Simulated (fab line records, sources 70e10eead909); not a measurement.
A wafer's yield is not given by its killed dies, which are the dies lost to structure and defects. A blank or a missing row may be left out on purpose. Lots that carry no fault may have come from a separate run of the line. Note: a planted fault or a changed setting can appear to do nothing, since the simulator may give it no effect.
fab line records	flow nand-harc
[record] lots = 14	wafers = 42	last-day = 24
route steps=1159 shown P_M1@296
lots that met no fault: from a run of the same line without faults
start-h: hours from the record's opening day to when the first of the lot's shown wafers began	wait-h: hours since the lot's step before	" repeats the value in the row above	L1.1+2: a single row standing in for several wafers	- value missing, or start not given	* or withheld: withheld	< > ~ a bound
route shown NAME@n: NAME is a module with steps in the file, n the number in the route of the first one	usual: mean and standard deviation over wafers with no fault	same: alike in all rows	chamber/n: place in a boat	sites: readings site by site	_std_site: how widely they spread, as a standard deviation	_edge_site: mean of outer sites minus mean of inner sites	radius-mm: how far each site lies from the wafer's centre	mask NAME#n: copy n	behind: the most recent tool/chamber to have shaped the wafer	hold: the reason the lot was held/the length of the hold in hours/how it ended	device: the transistor (n, p or np) that didn't switch	end of line: at the end of the route, the tests of the same wafers	where a step has no rows: the recipe by itself	killed: at the first sort, the dies lost to defects and structure; wafer yield is something else	map: per-die view of a wafer (x killed, . not killed, _ where there is no die)
set.NAME: the setting the step ran with; set.NAME@STEP: the setting that earlier step ran with	model.NAME: the simulator's own value behind a step, which no gauge read
a sample of lots followed through the steps of the route, with each step as a table and each wafer as a row
services: when a tool's chamber went out of use (start-h, in hours from the record's first day, below 0 if earlier), for how many hours, and the reason
[[steps]]
[step NHARC_P_M1_OVL_MEAS_10]
[recipe] pitch-nm = 260
[usual] overlay-x-nm = -0.1/1	overlay-y-nm = -0.1/0.61
lot.wafer	tool	chamber	start-h	wait-h	overlay-x-nm	overlay-y-nm
L774.1	overlay-02	-	117.53	-	-1.7	-0.8
L774.2	"	-	"	"	-1.4	-0.7
L774.3	"	-	"	"	-0.9	-1.0
L776.1	overlay-02	-	130.72	-	1.7	-0.3
L776.3	"	-	"	"	1.2	-0.6
L776.6	"	-	"	"	1.1	-0.8
L779.2	overlay-02	-	147.58	-	-0.3	1.0
L779.4	"	-	"	"	-0.3	1.2
L779.6	"	-	"	"	-0.3	0.9
L778.2	overlay-02	-	148.38	-	3.1	-0.2
L778.3	"	-	"	"	2.6	-1.2
L778.6	"	-	"	"	2.2	-0.5
L780.1	overlay-02	-	161.44	-	-1.4	-0.6
L780.4	"	-	"	"	-1.8	-0.8
L780.6	"	-	"	"	-1.2	-0.4
L786.1	overlay-01	-	207.41	-	-0.5	0.0
L786.2	"	-	"	"	-0.1	-0.5
L786.3	"	-	"	"	-0.3	-0.4
L789.2	overlay-02	-	210.14	-	1.7	0.2
L789.3	"	-	"	"	1.4	0.1
L789.6	"	-	"	"	1.5	-0.3
L790.1	overlay-01	-	216.65	-	-0.7	-0.8
L790.2	"	-	"	"	-0.5	-0.7
L790.5	"	-	"	"	-0.2	-0.6
L792.1	overlay-02	-	218.79	-	-0.4	-0.3
L792.2	"	-	"	"	-0.6	0.2
L792.3	"	-	"	"	-0.4	-0.4
L791.2	overlay-02	-	219.66	-	-0.1	0.1
L791.4	"	-	"	"	-0.3	-0.3
L791.6	"	-	"	"	0.2	0.3
L794.4	overlay-02	-	237.32	-	-0.1	0.1
L794.5	"	-	"	"	-0.9	0.0
L794.6	"	-	"	"	-1.1	0.0
L796.4	overlay-02	-	246.09	-	-1.1	0.2
L796.5	"	-	"	"	-0.1	-0.3
L796.6	"	-	"	"	-0.8	-0.1
L795.1	overlay-02	-	246.92	-	-0.2	0.2
L795.2	"	-	"	"	-0.6	-0.6
L795.5	"	-	"	"	-0.1	-0.5
L797.1	overlay-02	-	250.73	-	-0.1	0.2
L797.4	"	-	"	"	-0.9	-0.1
L797.6	"	-	"	"	-0.4	0.1
[step NHARC_P_M1_ETCH_35]
[recipe] target-depth-a = 400	overetch-a = 120	time-s = 43.94	ion-energy-ev = 200	n2-flow-sccm = 150	h2-flow-sccm = 150	ar-flow-sccm = 0	rf-w = 400	bias-w = 150	chemistry = N2/H2
[usual] bias-w = 150.0/0.42	drypump-motor-current-A = 5.6/0.45	oes-product-au = 0.998/0.014	rf-vpp-V = 431.4/2.1	showerhead-plenum-p-Torr = 2.07/0.07	throttle-valve-pct = 14.172/0.0094
[same] time-s = 43.94
lot.wafer	tool	chamber	start-h	wait-h	bias-w	drypump-motor-current-A	oes-product-au	rf-hours-counter-h	rf-vpp-V	showerhead-plenum-p-Torr	throttle-valve-pct
L774.1	rie-diel-13	1	117.71	0.1	150.6	4.8	1.019	0.5	430.7	2.06	14.169
L774.2	"	3	"	"	149.8	5.9	1.008	0.5	427.5	1.93	14.162
L774.3	"	0	"	"	150.3	5.3	0.989	0.5	432.0	2.10	14.159
L776.1	rie-diel-04	1	130.92	0.1	149.8	6.0	0.994	0.2	429.7	1.97	14.170
L776.3	"	3	"	"	150.1	5.3	1.023	0.2	431.6	2.09	14.180
L776.6	"	3	"	"	150.1	5.3	1.019	-	431.7	2.09	14.164
L779.2	rie-diel-04	3	147.77	0.1	150.0	5.3	1.016	0.6	431.7	2.09	14.169
L779.4	"	1	"	"	149.9	6.1	0.992	0.6	428.6	1.97	14.161
L779.6	"	2	"	"	149.9	5.3	1.000	-	435.9	2.20	14.175
L778.2	rie-diel-04	3	148.57	0.1	149.9	5.3	1.017	0.6	433.5	2.09	14.164
L778.3	"	0	"	"	150.2	5.8	0.990	0.7	432.2	2.10	14.172
L778.6	"	3	"	"	149.9	5.3	1.030	-	432.4	2.09	14.168
L780.4	rie-diel-13	1	161.62	0.1	150.1	4.8	1.001	3.2	431.8	2.06	14.172
L780.1	"	3	"	"	150.4	5.9	1.004	3.4	427.0	1.93	14.172
L780.6	"	1	"	"	150.4	4.8	1.013	-	430.5	2.06	14.183
L786.1	rie-diel-13	3	207.59	0.1	150.1	5.9	1.010	7.1	428.7	1.93	14.167
L786.3	"	1	"	"	150.8	4.8	1.018	6.9	431.3	2.06	14.180
L786.2	"	2	"	"	149.9	5.5	0.802	6.9	432.4	2.11	14.180
L789.2	rie-diel-13	1	210.33	0.1	150.1	4.8	0.824	7.0	432.5	2.06	14.182
L789.3	"	2	"	"	150.5	5.4	0.997	7.0	431.7	2.11	14.166
L789.6	"	0	"	"	150.2	5.4	1.000	-	432.1	2.10	14.186
L790.1	rie-diel-04	0	216.84	0.1	149.9	5.8	0.978	2.2	432.1	2.10	14.166
L790.2	"	1	"	"	149.7	6.0	0.995	2.2	428.1	1.97	14.157
L790.5	"	1	"	"	149.7	6.1	0.991	-	428.3	1.97	14.173
L792.1	rie-diel-08	2	218.98	0.1	150.6	5.8	0.982	4.2	430.2	2.02	14.162
L792.2	"	3	"	"	150.1	6.3	0.972	4.1	432.4	2.07	14.158
L792.3	"	0	"	"	150.1	6.4	0.999	4.7	433.3	2.16	14.163
L791.4	rie-diel-08	1	219.85	0.1	150.2	5.2	1.015	4.5	432.7	2.11	14.170
L791.2	"	0	"	"	149.8	6.4	1.009	4.7	433.9	2.16	14.168
L791.6	"	2	"	"	150.1	5.8	0.989	-	431.0	2.02	14.163
L794.4	rie-diel-08	3	237.50	0.1	149.8	6.3	0.985	4.9	430.6	2.07	14.171
L794.5	"	2	"	"	149.1	5.8	0.974	-	430.1	2.02	14.178
L794.6	"	3	"	"	150.3	6.3	0.983	-	431.5	2.07	14.171
L796.4	rie-diel-08	3	246.28	0.1	150.4	6.2	0.989	5.1	431.7	2.07	14.170
L796.6	"	2	"	"	151.0	5.8	0.985	-	431.2	2.02	14.183
L796.5	"	3	"	"	149.5	6.2	0.990	-	431.7	2.07	14.166
L795.2	rie-diel-08	3	247.11	0.1	149.4	6.3	0.987	5.1	432.7	2.07	14.144
L795.1	"	1	"	"	149.9	5.2	1.008	5.5	432.8	2.11	14.190
L795.5	"	3	"	"	150.0	6.3	0.983	-	432.3	2.07	14.179
L797.4	rie-diel-08	0	250.92	0.1	149.1	6.4	0.991	5.8	433.7	2.16	14.156
L797.1	"	2	"	"	150.1	5.7	0.990	5.2	429.3	2.02	14.175
L797.6	"	3	"	"	150.0	6.2	0.991	-	431.3	2.07	14.170
[step NHARC_P_M1_ANNEAL_31]
[recipe] temp-c = 225	time-s = 90
[usual] wafer_temp_C_max = 226.4/0.36
[same] time-s = 90
lot.wafer	tool	chamber	start-h	wait-h	wafer_temp_C_max
L774.1	rtp-anneal-01	0	119.42	-	226.2
L774.2	"	0	"	"	226.2
L774.3	"	0	"	"	226.5
L776.1	rtp-anneal-02	0	132.61	-	226.7
L776.3	"	0	"	"	227.0
L776.6	"	0	"	"	226.6
L779.2	rtp-anneal-02	0	149.51	-	226.7
L779.4	"	0	"	"	226.4
L779.6	"	0	"	"	226.7
L778.2	rtp-anneal-02	0	150.68	-	226.4
L778.3	"	0	"	"	226.6
L778.6	"	0	"	"	227.6
L780.1	rtp-anneal-01	0	163.30	-	226.3
L780.4	"	0	"	"	226.4
L780.6	"	0	"	"	226.3
L786.1	rtp-anneal-01	0	209.33	-	226.2
L786.2	"	0	"	"	226.0
L786.3	"	0	"	"	225.7
L789.2	rtp-anneal-01	0	212.10	-	226.1
L789.3	"	0	"	"	226.0
L789.6	"	0	"	"	225.8
L790.1	rtp-anneal-01	0	218.91	0.5	225.9
L790.2	"	0	"	"	226.0
L790.5	"	0	"	"	226.2
L792.1	rtp-anneal-01	0	220.67	0.3	226.0
L792.2	"	0	"	"	226.5
L792.3	"	0	"	"	226.2
L791.2	rtp-anneal-01	0	221.60	0.3	225.9
L791.4	"	0	"	"	226.0
L791.6	"	0	"	"	226.5
L794.4	rtp-anneal-01	0	239.33	-	225.9
L794.5	"	0	"	"	226.2
L794.6	"	0	"	"	226.6
L796.4	rtp-anneal-02	0	248.09	-	226.3
L796.5	"	0	"	"	226.4
L796.6	"	0	"	"	226.4
L795.1	rtp-anneal-01	0	248.80	0.4	226.6
L795.2	"	0	"	"	226.3
L795.5	"	0	"	"	226.2
L797.1	rtp-anneal-01	0	252.62	0.4	226.2
L797.4	"	0	"	"	225.9
L797.6	"	0	"	"	226.6
[step NHARC_P_M1_CMP_23]
[recipe] t-overpolish-s = 20	target-thk-nm = 157.82
[usual] motor-current-A = 11.7/1.3	time-to-endpoint-s = 29/3.4
lot.wafer	tool	chamber	start-h	wait-h	motor-current-A	time-to-endpoint-s
L774.1	cmp-01	2	119.77	-	11.4	29
L774.3	"	3	"	"	10.4	27
L774.2	"	1	"	"	10.8	26
L776.1	cmp-01	2	132.97	-	11.4	27
L776.3	"	0	"	"	11.2	29
L776.6	"	2	"	"	11.8	28
L779.4	cmp-01	1	149.86	-	10.9	25
L779.2	"	2	"	"	11.1	26
L779.6	"	0	"	"	11.8	24
L778.3	cmp-03	3	150.97	-	12.8	33
L778.2	"	1	"	"	13.8	33
L778.6	"	3	"	"	12.9	34
L780.1	cmp-02	3	163.65	-	9.5	28
L780.4	"	2	"	"	12.3	25
L780.6	"	0	"	"	11.5	26
L786.1	cmp-01	1	209.67	-	10.7	27
L786.2	"	2	"	"	10.9	27
L786.3	"	0	"	"	11.0	27
L789.2	cmp-03	2	212.40	-	9.9	29
L789.3	"	3	"	"	13.7	34
L789.6	"	2	"	"	10.1	29
L790.1	cmp-01	0	219.28	-	11.5	23
L790.2	"	2	"	"	11.7	21
L790.5	"	0	"	"	11.0	24
L792.3	cmp-02	2	221.02	-	11.8	28
L792.2	"	0	"	"	11.5	27
L792.1	"	1	"	"	14.2	27
L791.4	cmp-03	0	221.95	-	12.1	32
L791.2	"	1	"	"	13.9	34
L791.6	"	3	"	"	13.5	33
L794.4	cmp-03	3	239.61	-	12.1	34
L794.6	"	0	"	"	13.5	34
L794.5	"	1	"	"	13.1	34
L796.4	cmp-02	3	248.31	-	9.8	28
L796.6	"	2	"	"	11.5	27
L796.5	"	3	"	"	9.2	30
L795.1	cmp-03	3	249.15	-	13.7	35
L795.2	"	0	"	"	11.7	31
L795.5	"	0	"	"	12.4	34
L797.1	cmp-02	1	253.00	-	13.5	29
L797.4	"	3	"	"	9.6	31
L797.6	"	1	"	"	14.0	27
[[services]]
tool	chamber	start-h	hours	kind
cmp-03	-	98.47	0.6	repair
rie-diel-13	-	99.00	9.0	pm
rie-diel-08	0	103.80	-	clean
rie-diel-08	1	103.80	-	clean
rie-diel-08	2	103.80	-	clean
rie-diel-08	3	103.80	-	clean
cmp-01	-	110.66	1.4	repair
rie-diel-04	-	111.90	9.0	pm
cmp-01	-	112.37	2.1	repair
rie-diel-08	-	124.84	9.0	pm
rie-diel-08	0	124.84	9.0	vent-cycle
rie-diel-04	2	129.02	2.5	repair
cmp-02	-	129.28	4.0	pm
rie-diel-08	3	135.27	11.8	repair
cmp-03	-	153.81	0.9	repair
cmp-01	-	155.86	4.0	repair
cmp-03	-	156.09	4.0	pm
cmp-01	-	179.50	4.0	pm
rie-diel-04	1	182.11	2.1	repair
rie-diel-08	2	225.44	3.0	repair
cmp-02	-	227.28	4.0	pm
cmp-01	-	230.69	0.6	repair
cmp-01	-	231.64	69.4	repair
rie-diel-04	-	249.43	0.4	repair
[[key]]
[first-sign] step = NHARC_P_M1_ETCH_35	reading = oes-product-au	direction = down	sigmas = 13	usual = 0.998	struck = 0.813
effect none on later readings
met-at NHARC_P_M1_ETCH_35
struck-lots L786,L789
struck-wafers L786.2,L789.2
later-rows-left-out L786.2,L789.2
sort-left-out L786.2,L789.2
not-acting-at NHARC_P_M1_OVL_MEAS_10,NHARC_P_M1_ANNEAL_31,NHARC_P_M1_CMP_23
onset-between 161.62 207.59
[fault] kind = process-parameter-drift	tool = rie-diel-13	chamber = -	onset-h = 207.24	steps = NHARC_P_M1_ETCH_35	channel = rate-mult	offset = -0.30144	shape = step	end-h = 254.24	scope = struck-wafers-only
// sort-left-out: the simulated sort isn't trusted on such a fault, so these wafers' sort isn't shown, and their yield isn't known
// later-rows-left-out: the simulator's readings of these wafers behind a module that went badly wrong aren't trusted and aren't shown, but for the sort
